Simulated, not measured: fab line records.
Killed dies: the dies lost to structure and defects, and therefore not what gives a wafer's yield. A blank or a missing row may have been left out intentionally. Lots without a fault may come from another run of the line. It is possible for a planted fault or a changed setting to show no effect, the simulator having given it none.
Problem report, 8D (eight disciplines) form, completed by code / flow n5 finfet / the parts of the form that need people (team, actions taken, sign-off) are left out

## 1. WHAT IS WRONG
Mean GC_FILL_THK at N5_GATE_CUT_THK_MEAS_24: 195.2 nm over 6 wafers in 2 lots; fault-free wafers: 219.3 nm, standard deviation 1.8. Relative to the usual mean, that is a shift of -13 standard deviations.
Seen first at day 9 09:52 on film metro-02, wafer L448.1. The record holds 24 wafers of 8 lots with a number at this step. By rule, "out" or "out of limits" means more than 4 standard deviations away from the usual mean. The rest of the wafers with a number are treated as sound.

## 2. WHAT IT IS AND WHAT IT IS NOT
question=which readings at this step | is=GC_FILL_THK | is not=-
question=which lots | is=L448, L449 | is not=L435, L436, L440, L443, L445, L452
question=which wafers of those lots | is=all that have a number | is not=-
question=read on which gauges | is=film metro-01, film metro-02 | is not=-
question=when | is=from day 9 09:52 | is not=up to then (15 sound wafers); but 3 sound wafers of L452 came after

## 3. WHAT RULES OUT EACH SUSPECT
Counting: a tool at a process step up to the reading stays a suspect if it ran every lot that is out and no sound lot after the first of them.
- the gauge at N5_GATE_CUT_THK_MEAS_24 is ruled out. Those wafers that are out were read across 2 gauges (film metro-01, film metro-02).
- pecvd-04 at N5_GATE_CUT_HM_DEP_46 (deposits SiO2 from TEOS/O2, target thk 130 nm, time 26.6 s): kept. It ran every lot that is out, first L448 (day 9 06:46), and no sound lot after that; its last sound lot up to then is L443 (day 8 03:55).
- cmp-03 at N5_GATE_CUT_CMP_23 (polishes, stops on SiO2, t overpolish 23.4 s, target thk 16 nm): ruled out as a lasting fault. Sound lots L452 ran on it after its first lot that is out, L448 (day 9 09:36).
After counting, what remains is pecvd-04 at N5_GATE_CUT_HM_DEP_46.

## 4. THE CAUSE (what the simulator had put in)
Site profile drift: pecvd-04, from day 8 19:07 on, at N5_GATE_CUT_HM_DEP_46. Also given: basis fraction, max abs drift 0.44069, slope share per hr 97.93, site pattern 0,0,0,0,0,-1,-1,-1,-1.
After counting, this tool was the only one left.

## 5. THE CHAIN OF EFFECTS, in route order
Each row: a reading whose mean over the struck wafers that have a number lies more than 3 standard deviations from the usual. Readings are gone through only where the record gives a usual standard deviation; hours: the median, over the lots, of the time from a lot's start at the first step in this table giving one to that lot's start at this step; sigmas: the change measured in usual standard deviations.
hours=0; step=N5_GATE_CUT_CUT_ETCH_53; reading=throttle valve pct; usual=28.75 %; on struck wafers=28.25; change=-0.50; sigmas=-3.3
hours=2; step=N5_GATE_CUT_THK_MEAS_24; reading=GC_FILL_THK; usual=219.3 nm; on struck wafers=195.2; change=-24.1; sigmas=-13
hours=180; step=N5_PASSIVATION_PROBE_49; reading=defect limited yield; usual=90.9 %; on struck wafers=59.2; change=-31.7; sigmas=-20
hours=180; step=N5_PASSIVATION_PROBE_49; reading=killed at front end; usual=43; on struck wafers=413; change=+370; sigmas=+34
hours=180; step=N5_PASSIVATION_PROBE_49; reading=killed dies; usual=107; on struck wafers=482; change=+375; sigmas=+20
hours=180; step=N5_PASSIVATION_PROBE_49; reading=sort_bin_5_function; usual=5.3 %; on struck wafers=36.8; change=+31.4; sigmas=+29
hours=180; step=N5_PASSIVATION_PROBE_49; reading=sort n pass; usual=1073; on struck wafers=698; change=-375; sigmas=-20
It contains these process steps:
- N5_GATE_CUT_CUT_ETCH_53: etches W in SF6/Cl2, target depth 79.2 nm.
- N5_PASSIVATION_PROBE_49
Later measuring or inspecting steps at which every struck wafer that the step has a row for has a number for every such reading, and none has moved that far: N5_BEOL_M4_RC_MEAS_101.

## 6. WHAT WOULD HAVE CAUGHT IT SOONER
Counted from the fault's start at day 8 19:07, it took 15 hours until the first out-of-limits reading at a measuring or inspecting step in this record, taken at day 9 09:52.
No tool reading at N5_GATE_CUT_HM_DEP_46 that has a usual standard deviation in the record was out on any struck wafer, so an alarm limit of 4 standard deviations on those readings would not have fired.
Of the lots that are out (2), L449 began N5_GATE_CUT_HM_DEP_46 on pecvd-04 after day 9 09:52. Putting the tool on hold at that point would have spared it.
